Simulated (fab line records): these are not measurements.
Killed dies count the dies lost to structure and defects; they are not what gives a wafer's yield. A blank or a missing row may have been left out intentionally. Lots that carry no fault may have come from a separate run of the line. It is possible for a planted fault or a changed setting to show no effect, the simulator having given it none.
fab line records / flow nand_harc
[record] lots = 5 wafers = 15 last_day = 24
route steps=1159 shown A_WL_FILL@817 END@1159
lots with no fault: from the same line, run without faults
start_h: the number of hours between the record's first day and the start of the first shown wafer of the lot / wait_h: time in hours since the lot's previous step / " repeats the value in the row above / L1.1+2: a single row standing in for several wafers / - no value, or no start was given / * or withheld: withheld / < > ~ a bound
route shown NAME@n: a module of which the file shows steps, and the number in the route of the first / usual: the fault-free wafers' mean and standard deviation / same: alike in all rows / chamber/n: place in a boat / sites: each site's reading / _std_site: how widely they spread, as a standard deviation / _edge_site: the outer-site mean with the inner-site mean subtracted / radius_mm: for every site, how far away it sits from the centre of the wafer / mask NAME#n: copy n / behind: tool/chamber where the wafer was last shaped / hold: reason for holding the lot/hours on hold/outcome of the hold / device: the n, p or np transistor that did not switch / end of line: tests of these same wafers at the route's end / a step given without rows: its recipe and nothing more / killed: dies that structure and defects cost at the first sort, which is not the same as the wafer's yield / map: shows each die of a wafer: x if killed, . if not, _ if none is there
set.NAME: the run value of the setting; set.NAME@STEP: its run value at that earlier step / model.NAME: the simulator's own value behind a step, which no gauge read
lots seen at some steps along the route; tables by step, rows by wafer
services: when a tool's chamber went out of use (start_h, in hours from the record's first day, below 0 if earlier), for how many hours, and the reason
[[steps]]
[step NHARC_A_WL_FILL_STRIP_28]
[recipe] time_s = 1200 temp_c = 72.5 chemistry = post_etch_residue_remover
[step NHARC_A_WL_FILL_PRECLEAN_06]
[recipe] time_s = 300 chemistry = DIW
[step NHARC_A_WL_FILL_SRD_07]
[step NHARC_A_WL_FILL_ANNEAL_08]
[recipe] temp_c = 450 time_s = 1800
[step NHARC_A_WL_FILL_ALD_10]
[recipe] target_thk_a = 500 pulse_time_s = 10 ald_cycles = 500 temp_c = 300 material = SiO2
[usual] heater_power_w = 469/37 precursor_pulse_height_rel = 1.000/0.019 susceptor_temp_C = 300.00/0.22
lot.wafer=L479.1 tool=ald_hk-01 chamber=2 start_h=393.43 wait_h=1.6 heater_power_w=497 precursor_pulse_height_rel=1.028 susceptor_temp_C=300.04
lot.wafer=L479.5 tool=ald_hk-01 chamber=3 start_h=393.43 wait_h=1.6 heater_power_w=452 precursor_pulse_height_rel=1.028 susceptor_temp_C=299.59
lot.wafer=L479.6 tool=ald_hk-01 chamber=0 start_h=393.43 wait_h=1.6 heater_power_w=484 precursor_pulse_height_rel=1.025 susceptor_temp_C=300.03
lot.wafer=L482.1 tool=ald_hk-01 chamber=3 start_h=404.14 wait_h=0.6 heater_power_w=448 precursor_pulse_height_rel=0.996 susceptor_temp_C=299.99
lot.wafer=L482.4 tool=ald_hk-01 chamber=1 start_h=405.19 wait_h=1.6 heater_power_w=512 precursor_pulse_height_rel=0.991 susceptor_temp_C=300.19
lot.wafer=L482.6 tool=ald_hk-01 chamber=3 start_h=406.23 wait_h=2.7 heater_power_w=449 precursor_pulse_height_rel=1.004 susceptor_temp_C=300.35
lot.wafer=L487.1 tool=ald_hk-01 chamber=2 start_h=429.33 wait_h=0.1 heater_power_w=463 precursor_pulse_height_rel=0.955 susceptor_temp_C=299.81
lot.wafer=L487.4 tool=ald_hk-01 chamber=0 start_h=430.37 wait_h=1.1 heater_power_w=468 precursor_pulse_height_rel=1.018 susceptor_temp_C=300.01
lot.wafer=L487.6 tool=ald_hk-01 chamber=2 start_h=431.42 wait_h=2.1 heater_power_w=464 precursor_pulse_height_rel=1.009 susceptor_temp_C=300.22
lot.wafer=L492.3 tool=ald_hk-01 chamber=1 start_h=460.67 wait_h=1.6 heater_power_w=533 precursor_pulse_height_rel=0.968 susceptor_temp_C=299.78
lot.wafer=L492.6 tool=ald_hk-01 chamber=2 start_h=460.67 wait_h=1.6 heater_power_w=470 precursor_pulse_height_rel=0.982 susceptor_temp_C=299.66
lot.wafer=L492.5 tool=ald_hk-01 chamber=3 start_h=460.67 wait_h=1.6 heater_power_w=425 precursor_pulse_height_rel=1.004 susceptor_temp_C=299.76
lot.wafer=L497.3 tool=ald_hk-02 chamber=0 start_h=477.15 wait_h=1.6 heater_power_w=413 precursor_pulse_height_rel=1.011 susceptor_temp_C=300.00
lot.wafer=L497.5 tool=ald_hk-02 chamber=1 start_h=477.15 wait_h=1.6 heater_power_w=522 precursor_pulse_height_rel=1.017 susceptor_temp_C=300.44
lot.wafer=L497.6 tool=ald_hk-02 chamber=2 start_h=477.15 wait_h=1.6 heater_power_w=463 precursor_pulse_height_rel=1.000 susceptor_temp_C=300.19
[step NHARC_A_WL_FILL_ETCHBACK_16]
[recipe] target_depth_a = 880 time_s = 17.6 c4f8_flow_sccm = withheld o2_flow_sccm = 8 ar_flow_sccm = withheld rf_w = 600 bias_w = 800 chemistry = C4F8/O2/Ar
[usual] oes_product_au = 0.984/0.026 rf_vpp_V = 722/3.3
lot.wafer=L479.1 tool=rie_diel-10 chamber=1 start_h=- wait_h=- oes_product_au=0.985 rf_hours_counter_h=1 rf_vpp_V=720
lot.wafer=L479.6 tool=rie_diel-10 chamber=2 start_h=- wait_h=- oes_product_au=0.975 rf_hours_counter_h=- rf_vpp_V=720
lot.wafer=L479.5 tool=rie_diel-10 chamber=3 start_h=- wait_h=- oes_product_au=0.982 rf_hours_counter_h=- rf_vpp_V=718
lot.wafer=L482.1 tool=rie_diel-03 chamber=3 start_h=- wait_h=- oes_product_au=1.004 rf_hours_counter_h=1 rf_vpp_V=728
lot.wafer=L482.4 tool=rie_diel-03 chamber=1 start_h=- wait_h=- oes_product_au=0.998 rf_hours_counter_h=- rf_vpp_V=724
lot.wafer=L482.6 tool=rie_diel-03 chamber=1 start_h=- wait_h=- oes_product_au=0.998 rf_hours_counter_h=- rf_vpp_V=724
lot.wafer=L487.4 tool=rie_diel-10 chamber=3 start_h=- wait_h=- oes_product_au=0.975 rf_hours_counter_h=2 rf_vpp_V=717
lot.wafer=L487.1 tool=rie_diel-10 chamber=2 start_h=- wait_h=- oes_product_au=0.987 rf_hours_counter_h=2 rf_vpp_V=721
lot.wafer=L487.6 tool=rie_diel-10 chamber=3 start_h=- wait_h=- oes_product_au=0.986 rf_hours_counter_h=- rf_vpp_V=718
lot.wafer=L492.3 tool=rie_diel-03 chamber=0 start_h=- wait_h=- oes_product_au=0.929 rf_hours_counter_h=0 rf_vpp_V=726
lot.wafer=L492.6 tool=rie_diel-03 chamber=1 start_h=- wait_h=- oes_product_au=0.992 rf_hours_counter_h=- rf_vpp_V=722
lot.wafer=L492.5 tool=rie_diel-03 chamber=2 start_h=- wait_h=- oes_product_au=1.013 rf_hours_counter_h=- rf_vpp_V=724
lot.wafer=L497.3 tool=rie_diel-10 chamber=0 start_h=- wait_h=- oes_product_au=0.991 rf_hours_counter_h=3 rf_vpp_V=723
lot.wafer=L497.6 tool=rie_diel-10 chamber=2 start_h=- wait_h=- oes_product_au=0.998 rf_hours_counter_h=- rf_vpp_V=719
lot.wafer=L497.5 tool=rie_diel-10 chamber=3 start_h=- wait_h=- oes_product_au=0.991 rf_hours_counter_h=- rf_vpp_V=718
[step NHARC_A_WL_FILL_STRIP_29]
[recipe] time_s = 20 o2_flow_sccm = 500 ar_flow_sccm = 0 bias_w = 0 chemistry = O2
[usual] drypump_motor_current_A = 5.8/0.36 oes_product_au = 0.997/0.0062 rf_vpp_V = 57.7/0.76 showerhead_plenum_p_Torr = 3.49/0.11 throttle_valve_pct = 17.037/0.0095
lot.wafer=L479.1 tool=rie_diel-10 chamber=0 start_h=396.66 wait_h=0.1 drypump_motor_current_A=5.5 oes_product_au=0.992 rf_hours_counter_h=0 rf_vpp_V=57.8 showerhead_plenum_p_Torr=3.53 throttle_valve_pct=17.017
lot.wafer=L479.6 tool=rie_diel-10 chamber=0 start_h=396.66 wait_h=0.1 drypump_motor_current_A=5.5 oes_product_au=0.994 rf_hours_counter_h=- rf_vpp_V=57.8 showerhead_plenum_p_Torr=3.53 throttle_valve_pct=17.026
lot.wafer=L479.5 tool=rie_diel-10 chamber=1 start_h=396.66 wait_h=0.1 drypump_motor_current_A=5.6 oes_product_au=0.997 rf_hours_counter_h=- rf_vpp_V=57.6 showerhead_plenum_p_Torr=3.46 throttle_valve_pct=17.033
lot.wafer=L482.1 tool=rie_diel-03 chamber=1 start_h=408.50 wait_h=0.2 drypump_motor_current_A=6.2 oes_product_au=0.994 rf_hours_counter_h=1 rf_vpp_V=57.6 showerhead_plenum_p_Torr=3.53 throttle_valve_pct=17.036
lot.wafer=L482.4 tool=rie_diel-03 chamber=1 start_h=408.50 wait_h=0.2 drypump_motor_current_A=6.2 oes_product_au=0.991 rf_hours_counter_h=- rf_vpp_V=57.2 showerhead_plenum_p_Torr=3.53 throttle_valve_pct=17.036
lot.wafer=L482.6 tool=rie_diel-03 chamber=1 start_h=408.50 wait_h=0.2 drypump_motor_current_A=6.2 oes_product_au=0.988 rf_hours_counter_h=- rf_vpp_V=58.4 showerhead_plenum_p_Torr=3.53 throttle_valve_pct=17.028
lot.wafer=L487.4 tool=rie_diel-10 chamber=3 start_h=434.10 wait_h=0.1 drypump_motor_current_A=5.9 oes_product_au=1.006 rf_hours_counter_h=2 rf_vpp_V=56.7 showerhead_plenum_p_Torr=3.35 throttle_valve_pct=17.035
lot.wafer=L487.1 tool=rie_diel-10 chamber=0 start_h=434.10 wait_h=0.1 drypump_motor_current_A=5.4 oes_product_au=0.996 rf_hours_counter_h=2 rf_vpp_V=57.9 showerhead_plenum_p_Torr=3.53 throttle_valve_pct=17.041
lot.wafer=L487.6 tool=rie_diel-10 chamber=3 start_h=434.10 wait_h=0.1 drypump_motor_current_A=6.0 oes_product_au=0.994 rf_hours_counter_h=- rf_vpp_V=57.9 showerhead_plenum_p_Torr=3.35 throttle_valve_pct=17.042
lot.wafer=L492.3 tool=rie_diel-03 chamber=0 start_h=463.87 wait_h=0.1 drypump_motor_current_A=6.2 oes_product_au=0.990 rf_hours_counter_h=0 rf_vpp_V=56.9 showerhead_plenum_p_Torr=3.63 throttle_valve_pct=17.037
lot.wafer=L492.6 tool=rie_diel-03 chamber=0 start_h=463.87 wait_h=0.1 drypump_motor_current_A=6.2 oes_product_au=0.992 rf_hours_counter_h=- rf_vpp_V=58.3 showerhead_plenum_p_Torr=3.63 throttle_valve_pct=17.041
lot.wafer=L492.5 tool=rie_diel-03 chamber=1 start_h=463.87 wait_h=0.1 drypump_motor_current_A=6.2 oes_product_au=0.993 rf_hours_counter_h=- rf_vpp_V=58.6 showerhead_plenum_p_Torr=3.53 throttle_valve_pct=17.040
lot.wafer=L497.3 tool=rie_diel-10 chamber=2 start_h=480.35 wait_h=0.1 drypump_motor_current_A=5.4 oes_product_au=0.990 rf_hours_counter_h=3 rf_vpp_V=58.1 showerhead_plenum_p_Torr=3.42 throttle_valve_pct=17.047
lot.wafer=L497.5 tool=rie_diel-10 chamber=1 start_h=480.35 wait_h=0.1 drypump_motor_current_A=5.6 oes_product_au=1.000 rf_hours_counter_h=- rf_vpp_V=57.7 showerhead_plenum_p_Torr=3.45 throttle_valve_pct=17.036
lot.wafer=L497.6 tool=rie_diel-10 chamber=2 start_h=480.35 wait_h=0.1 drypump_motor_current_A=5.4 oes_product_au=1.006 rf_hours_counter_h=- rf_vpp_V=57.7 showerhead_plenum_p_Torr=3.42 throttle_valve_pct=17.033
[step NHARC_A_WL_FILL_ETCHBACK_17]
[recipe] target_depth_a = 40 time_s = 26.7 chemistry = Cl2/BCl3
[usual] drypump_motor_current_A = 6.2/0.4 oes_product_au = 1.002/0.0082
lot.wafer=L479.1 tool=rie_metal-01 chamber=1 start_h=396.75 wait_h=- drypump_motor_current_A=5.7 oes_product_au=1.006 rf_hours_counter_h=1.6
lot.wafer=L479.5 tool=rie_metal-01 chamber=1 start_h=396.75 wait_h=- drypump_motor_current_A=5.7 oes_product_au=0.991 rf_hours_counter_h=-
lot.wafer=L479.6 tool=rie_metal-01 chamber=0 start_h=396.75 wait_h=- drypump_motor_current_A=5.4 oes_product_au=1.002 rf_hours_counter_h=-
lot.wafer=L482.1 tool=rie_metal-02 chamber=0 start_h=408.63 wait_h=0.1 drypump_motor_current_A=6.6 oes_product_au=1.003 rf_hours_counter_h=0.2
lot.wafer=L482.4 tool=rie_metal-02 chamber=0 start_h=408.63 wait_h=0.1 drypump_motor_current_A=6.6 oes_product_au=0.996 rf_hours_counter_h=-
lot.wafer=L482.6 tool=rie_metal-02 chamber=1 start_h=408.63 wait_h=0.1 drypump_motor_current_A=6.6 oes_product_au=1.017 rf_hours_counter_h=-
lot.wafer=L487.1 tool=rie_metal-01 chamber=1 start_h=434.21 wait_h=- drypump_motor_current_A=5.7 oes_product_au=0.989 rf_hours_counter_h=2.4
lot.wafer=L487.4 tool=rie_metal-01 chamber=1 start_h=434.21 wait_h=- drypump_motor_current_A=5.7 oes_product_au=0.996 rf_hours_counter_h=-
lot.wafer=L487.6 tool=rie_metal-01 chamber=1 start_h=434.21 wait_h=- drypump_motor_current_A=5.7 oes_product_au=0.994 rf_hours_counter_h=-
lot.wafer=L492.3 tool=rie_metal-01 chamber=0 start_h=464.02 wait_h=- drypump_motor_current_A=5.5 oes_product_au=0.986 rf_hours_counter_h=-
lot.wafer=L492.6 tool=rie_metal-01 chamber=1 start_h=464.02 wait_h=- drypump_motor_current_A=5.7 oes_product_au=1.001 rf_hours_counter_h=-
lot.wafer=L492.5 tool=rie_metal-01 chamber=0 start_h=464.02 wait_h=- drypump_motor_current_A=5.5 oes_product_au=0.987 rf_hours_counter_h=-
lot.wafer=L497.3 tool=rie_metal-02 chamber=1 start_h=480.47 wait_h=- drypump_motor_current_A=6.6 oes_product_au=1.012 rf_hours_counter_h=-
lot.wafer=L497.5 tool=rie_metal-02 chamber=1 start_h=480.47 wait_h=- drypump_motor_current_A=6.6 oes_product_au=1.009 rf_hours_counter_h=-
lot.wafer=L497.6 tool=rie_metal-02 chamber=0 start_h=480.47 wait_h=- drypump_motor_current_A=6.6 oes_product_au=1.004 rf_hours_counter_h=-
[step NHARC_A_WL_FILL_PRECLEAN_18]
[recipe] time_s = 30 chemistry = dHF
[step NHARC_A_WL_FILL_SRD_21]
[step NHARC_A_WL_FILL_CVD_23]
[recipe] target_thk_a = 400 temp_c = 620 pressure_mtorr = 200 time_s = 800 material = poly-Si
[step NHARC_A_WL_FILL_ETCHBACK_26]
[recipe] target_depth_a = 520 time_s = 13.3 hbr_flow_sccm = 150 rf_w = 350 icp_w = 350 bias_w = 60 chemistry = HBr
[usual] drypump_motor_current_A = 5.7/0.52 oes_product_au = 0.999/0.0072 throttle_valve_pct = 23.267/0.0088
lot.wafer=L479.1 tool=rie_si-05 chamber=2 start_h=402.03 wait_h=0.4 drypump_motor_current_A=5.0 oes_product_au=1.010 rf_hours_counter_h=1.2 throttle_valve_pct=23.266
lot.wafer=L479.6 tool=rie_si-05 chamber=1 start_h=402.03 wait_h=0.4 drypump_motor_current_A=5.2 oes_product_au=1.002 rf_hours_counter_h=- throttle_valve_pct=23.271
lot.wafer=L479.5 tool=rie_si-05 chamber=2 start_h=402.03 wait_h=0.4 drypump_motor_current_A=5.0 oes_product_au=0.996 rf_hours_counter_h=- throttle_valve_pct=23.268
lot.wafer=L482.1 tool=rie_si-04 chamber=0 start_h=413.65 wait_h=0.4 drypump_motor_current_A=5.6 oes_product_au=1.004 rf_hours_counter_h=0.7 throttle_valve_pct=23.263
lot.wafer=L482.4 tool=rie_si-04 chamber=1 start_h=413.65 wait_h=0.4 drypump_motor_current_A=5.7 oes_product_au=1.003 rf_hours_counter_h=1.0 throttle_valve_pct=23.249
lot.wafer=L482.6 tool=rie_si-04 chamber=2 start_h=413.65 wait_h=0.4 drypump_motor_current_A=5.7 oes_product_au=1.007 rf_hours_counter_h=- throttle_valve_pct=23.262
lot.wafer=L487.1 tool=rie_si-02 chamber=2 start_h=439.41 wait_h=0.4 drypump_motor_current_A=6.2 oes_product_au=0.985 rf_hours_counter_h=0.4 throttle_valve_pct=23.277
lot.wafer=L487.4 tool=rie_si-02 chamber=3 start_h=439.41 wait_h=0.4 drypump_motor_current_A=5.5 oes_product_au=0.991 rf_hours_counter_h=0.4 throttle_valve_pct=23.258
lot.wafer=L487.6 tool=rie_si-02 chamber=3 start_h=439.41 wait_h=0.4 drypump_motor_current_A=5.5 oes_product_au=0.993 rf_hours_counter_h=- throttle_valve_pct=23.273
lot.wafer=L492.3 tool=rie_si-05 chamber=1 start_h=469.42 wait_h=0.4 drypump_motor_current_A=5.2 oes_product_au=1.004 rf_hours_counter_h=0.4 throttle_valve_pct=23.251
lot.wafer=L492.5 tool=rie_si-05 chamber=3 start_h=469.42 wait_h=0.4 drypump_motor_current_A=5.8 oes_product_au=0.992 rf_hours_counter_h=- throttle_valve_pct=23.268
lot.wafer=L492.6 tool=rie_si-05 chamber=0 start_h=469.42 wait_h=0.4 drypump_motor_current_A=6.4 oes_product_au=0.827 rf_hours_counter_h=- throttle_valve_pct=23.274
lot.wafer=L497.3 tool=rie_si-04 chamber=1 start_h=485.67 wait_h=0.4 drypump_motor_current_A=5.6 oes_product_au=0.992 rf_hours_counter_h=0.2 throttle_valve_pct=23.273
lot.wafer=L497.5 tool=rie_si-04 chamber=2 start_h=485.67 wait_h=0.4 drypump_motor_current_A=5.7 oes_product_au=0.991 rf_hours_counter_h=- throttle_valve_pct=23.251
lot.wafer=L497.6 tool=rie_si-04 chamber=3 start_h=485.67 wait_h=0.4 drypump_motor_current_A=5.7 oes_product_au=0.987 rf_hours_counter_h=- throttle_valve_pct=23.270
[step NHARC_A_WL_FILL_PRECLEAN_30]
[recipe] time_s = 10 chemistry = dHF
[step NHARC_END_SORT_01]
[recipe] temp_c = 25
[usual] killed_at_array = 29/12 killed_at_other = 0.7/1 killed_at_periphery = 4/3.2 killed_dies = 34/12 killed_open = 3.4/2 killed_short = 1.8/1.3
[same] gross_dies = 677
lot.wafer=L479.1 tool=prober-01 chamber=0 start_h=489.53 wait_h=2.4 killed_at_array=13 killed_at_other=2 killed_at_periphery=5 killed_dies=20 killed_open=6 killed_short=2
lot.wafer=L479.5 tool=prober-01 chamber=0 start_h=492.71 wait_h=3.7 killed_at_array=10 killed_at_other=0 killed_at_periphery=9 killed_dies=19 killed_open=5 killed_short=0
lot.wafer=L479.6 tool=prober-01 chamber=0 start_h=493.51 wait_h=4.0 killed_at_array=13 killed_at_other=0 killed_at_periphery=7 killed_dies=20 killed_open=4 killed_short=1
lot.wafer=L487.1 tool=prober-02 chamber=0 start_h=530.11 wait_h=2.5 killed_at_array=32 killed_at_other=0 killed_at_periphery=4 killed_dies=36 killed_open=4 killed_short=5
lot.wafer=L487.4 tool=prober-02 chamber=0 start_h=532.52 wait_h=3.4 killed_at_array=47 killed_at_other=1 killed_at_periphery=4 killed_dies=52 killed_open=5 killed_short=3
lot.wafer=L487.6 tool=prober-02 chamber=0 start_h=534.12 wait_h=4.0 killed_at_array=40 killed_at_other=1 killed_at_periphery=0 killed_dies=41 killed_open=2 killed_short=2
// killed by level:class
L479.1 A_STAIRCASE:chamber_film_flake=4 P_M2:chamber_film_flake=3 A_ONON_D1:geometric_particle:open=2 A_CONTACT:chamber_film_flake=2 P_CONTACT:geometric_particle:short=1 A_CHANNEL_FILL_D1:geometric_particle:open=1 A_WL_FILL:geometric_particle:open=1 A_M0:geometric_particle:short=1
L479.5 P_M2:chamber_film_flake=5 A_STAIRCASE:chamber_film_flake=4 A_CHANNEL_HOLE_D1:chamber_film_flake=3 P_M2:geometric_particle:open=2 A_CONTACT:geometric_particle:open=2 P_CONTACT:chamber_film_flake=2 A_SGD_CUT:geometric_particle:open=1
L479.6 A_CHANNEL_HOLE_D1:chamber_film_flake=5 P_M2:chamber_film_flake=3 A_ONON_D1:geometric_particle:open=2 P_CONTACT:chamber_film_flake=2 A_STAIRCASE:chamber_film_flake=2 P_GATE:geometric_particle:open=1 A_WL_FILL:geometric_particle:short=1 A_M0:geometric_particle:open=1
L487.1 A_CHANNEL_HOLE_D1:chamber_film_flake=13 A_SLIT:chamber_film_flake=11 P_GATE:geometric_particle:short=1 P_CONTACT:geometric_particle:short=1 P_CONTACT:geometric_particle:open=1 P_M0:geometric_particle:open=1 A_CHANNEL_HOLE_D1:geometric_particle:open=1 A_CHANNEL_HOLE_D1:geometric_particle:short=1
L487.4 A_SLIT:chamber_film_flake=17 A_CHANNEL_HOLE_D1:chamber_film_flake=15 A_STAIRCASE:chamber_film_flake=3 A_WL_FILL:chamber_film_flake=3 A_CONTACT:chamber_film_flake=3 P_CONTACT:geometric_particle:open=2 A_SGD_CUT:geometric_particle:short=2 P_M0:geometric_particle:open=1
L487.6 A_CHANNEL_HOLE_D1:chamber_film_flake=17 A_SLIT:chamber_film_flake=16 A_STAIRCASE:chamber_film_flake=2 A_WL_FILL:geometric_particle:short=1 A_M0:geometric_particle:open=1 A_M1:geometric_particle:open=1 STARTING-WAFER:geometric_particle:short=1 A_CONTACT:chamber_film_flake=1
[[services]]
tool=rie_diel-10 chamber=0 start_h=373.31 hours=14.8 kind=repair
tool=rie_diel-10 chamber=1 start_h=387.00 hours=- kind=clean
tool=rie_diel-10 chamber=2 start_h=387.00 hours=- kind=clean
tool=rie_diel-10 chamber=3 start_h=387.00 hours=- kind=clean
tool=rie_metal-02 chamber=- start_h=388.00 hours=9.0 kind=pm
tool=rie_si-02 chamber=- start_h=388.00 hours=9.0 kind=pm
tool=rie_diel-03 chamber=- start_h=392.42 hours=9.0 kind=pm
tool=ald_hk-01 chamber=- start_h=409.12 hours=10.0 kind=pm
tool=rie_diel-10 chamber=0 start_h=411.50 hours=- kind=clean
tool=rie_diel-10 chamber=1 start_h=411.50 hours=- kind=clean
tool=rie_diel-10 chamber=2 start_h=411.50 hours=- kind=clean
tool=rie_diel-10 chamber=3 start_h=411.50 hours=- kind=clean
tool=rie_si-05 chamber=- start_h=416.00 hours=9.0 kind=pm
tool=rie_diel-10 chamber=0 start_h=436.00 hours=- kind=clean
tool=rie_diel-10 chamber=1 start_h=436.00 hours=- kind=clean
tool=rie_diel-10 chamber=2 start_h=436.00 hours=- kind=clean
tool=rie_diel-10 chamber=3 start_h=436.00 hours=- kind=clean
tool=rie_diel-10 chamber=1 start_h=441.33 hours=2.3 kind=repair
tool=rie_si-04 chamber=- start_h=453.06 hours=9.0 kind=pm
tool=rie_diel-10 chamber=- start_h=453.97 hours=0.2 kind=repair
tool=rie_diel-10 chamber=0 start_h=460.50 hours=- kind=clean
tool=rie_diel-10 chamber=1 start_h=460.50 hours=- kind=clean
tool=rie_diel-10 chamber=2 start_h=460.50 hours=- kind=clean
tool=rie_diel-03 chamber=2 start_h=474.74 hours=12.6 kind=repair
[[key]]
[first_sign] step = NHARC_A_WL_FILL_ETCHBACK_26 reading = oes_product_au direction = down sigmas = 24 usual = 0.999 struck = 0.827
effect none on later readings
met_at NHARC_A_WL_FILL_ETCHBACK_26
struck_wafers L492.6
tester_left_out L492
[fault] kind = process_parameter_drift tool = rie_si-05 chamber = 0 onset_h = 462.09 steps = NHARC_A_WL_FILL_ETCHBACK_26 channel = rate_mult offset = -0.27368 shape = step end_h = 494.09
// tester_left_out: of these lots the tester's yield and bins aren't shown, on N5 and GAA mostly nor the transistor test; their killed dies are dies lost to structure and defects alone, not to doping, threshold or leakage, so they don't give the yield
